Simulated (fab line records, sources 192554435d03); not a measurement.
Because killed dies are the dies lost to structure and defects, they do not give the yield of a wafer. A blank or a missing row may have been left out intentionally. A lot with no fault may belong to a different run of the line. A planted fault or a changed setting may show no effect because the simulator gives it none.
Struck lot and sound lot, side by side    flow n5Finfet    23 out of 1938 route steps
Sound: the wafers L479.2, L479.4, L479.6. Struck: wafer L489.2. (L489.1 of the same lot was not struck and is left out.) The cause comes at the end.
Per side, at each step with rows, come the tool, then ch with its chambers, and then its first start. Under that, the readings that differ: sound wafers    struck wafers    difference of the means    sigmas: that difference in standard deviations of wafers without a fault.
alike: words and numbers the same on both sides, and readings whose means are apart by under 2 such deviations; not compared: readings that were withheld, readings missing a value for some wafer, numbers with overlapping values and no deviation given by the record, and bounds like >300 which may hide the same value.
The two part at a step that has a row with sigmas, a row that says differs or no value, or rows on one side only. Non-overlapping numbers with no deviation appear without sigmas and do not part them. A reading that every wafer of one side lacks parts them only if that side has two wafers or more.

first, 1 step without rows for these wafers: N5_WELL_APT_HARDBAKE_12 (time 120 s).
N5_WELL_APT_CD_MEAS_08: the cd target is 200 nm.
  sound on cdSem-03 ch 0, day 1 20:07; struck on cdSem-01 ch 0, day 4 08:02
reading    sound              struck  difference  sigmas
cdNm (nm)  198.1 198.8 199.2  202.7   +4.0        +2
N5_WELL_APT_OVL_MEAS_09:
  sound on overlay-01 ch 0, day 1 20:08; struck on overlay-01 ch 0, day 4 08:04
  alike: NWELL_OVL
N5_WELL_APT_INSPECT_10: inspects for defects (macro).
  sound: defectInspect-02 at day 1 20:10; struck: defectInspect-02 at day 4 08:05
  alike: rawDefectCount
N5_WELL_APT_DESCUM_13: chemistry O2, time 7.9 s.
  sound on rieDiel-04 ch 0,1,3, day 1 20:13; struck on rieDiel-05 ch 2, day 4 08:07
reading               sound              struck  difference  sigmas
throttleValvePct (%)  20.19 20.57 21.13  20.06   -0.57       -2
  alike: drypumpMotorCurrentA, oesProductAu, rfVppV, showerheadPlenumPTorr
  not compared: rfHoursCounterH
then, 7 steps without rows for these wafers: N5_WELL_APT_IMPLANT_14; N5_WELL_APT_IMPLANT_15; N5_WELL_APT_STRIP_16 (strips in SPM, time 900 s); N5_WELL_APT_HMDS_18 (time 60 s); N5_WELL_APT_COAT_19 (resist thk 950 nm); N5_WELL_APT_EBR_21; N5_WELL_APT_SOFTBAKE_20 (time 60 s).
N5_WELL_APT_EXPOSE_22: exposes mask PWELL, defocus 0 nm, target cd 200 nm.
  sound on krfScanner-02 ch 0, day 1 21:13; struck on krfScanner-02 ch 0, day 4 08:59
  alike: mask, stageVelMmS
then, 3 steps without rows for these wafers: N5_WELL_APT_PEB_23 (peb time 90 s); N5_WELL_APT_DEVELOP_24 (develop time 45 s); N5_WELL_APT_HARDBAKE_29 (time 120 s).
N5_WELL_APT_CD_MEAS_25: the cd target is 200 nm.
  sound on cdSem-03 ch 0, day 1 21:22; struck on cdSem-02 ch 0, day 4 09:10
reading    sound              struck  difference  sigmas
cdNm (nm)  199.3 202.4 198.9  186.4   -13.8       -5
N5_WELL_APT_OVL_MEAS_26:
  sound on overlay-02 ch 0, day 1 21:24; struck on overlay-01 ch 0, day 4 09:11
reading         sound      struck  difference  sigmas
PWELL_OVL (nm)  -1 -13 -8  4       +11         +2
N5_WELL_APT_INSPECT_27: inspects for defects (macro).
  sound: defectInspect-02 at day 1 21:26; struck: defectInspect-01 at day 4 09:13
  alike: rawDefectCount
N5_WELL_APT_DESCUM_30: chemistry O2, time 7.9 s.
  sound on rieDiel-06 ch 1,2, day 1 21:28; struck on rieDiel-05 ch 3, day 4 09:17
reading                   sound              struck  difference  sigmas
drypumpMotorCurrentA (A)  5.1 4.8 4.8        6.3     +1.4        +2
model.WELL_APT.cdNm (nm)  199.2 202.3 199.1  186.5   -13.7       
  alike: oesProductAu, rfVppV, showerheadPlenumPTorr, throttleValvePct
  not compared: rfHoursCounterH
after that, 1 step had no rows for these wafers: N5_WELL_APT_IMPLANT_31.
-- record jumps: 6 days separate the struck wafers' starts on either side; left off in module WELL_APT, taken up again in module BEOL_M4, whose first shown step is the route's number 1111 --
N5_BEOL_M4_RC_MEAS_101:
  sound on prober-02 ch 0, day 8 09:44; struck on prober-02 ch 0, day 10 16:36
reading    sound           struck  difference  sigmas
VT_P (mV)  -250 -251 -252  -241    +10         +2
  alike: DIBL_N, DIBL_P, IOFF_N, IOFF_P, ION_N, ION_P, SS_N, SS_P, VT_N
after that, 1 step had no rows for these wafers: N5_PASSIVATION_PROBE_49.

WHERE THEY PART
Earliest at N5_WELL_APT_CD_MEAS_08; latest, in this record, at N5_BEOL_M4_RC_MEAS_101.

WHY: the cause the simulator had injected
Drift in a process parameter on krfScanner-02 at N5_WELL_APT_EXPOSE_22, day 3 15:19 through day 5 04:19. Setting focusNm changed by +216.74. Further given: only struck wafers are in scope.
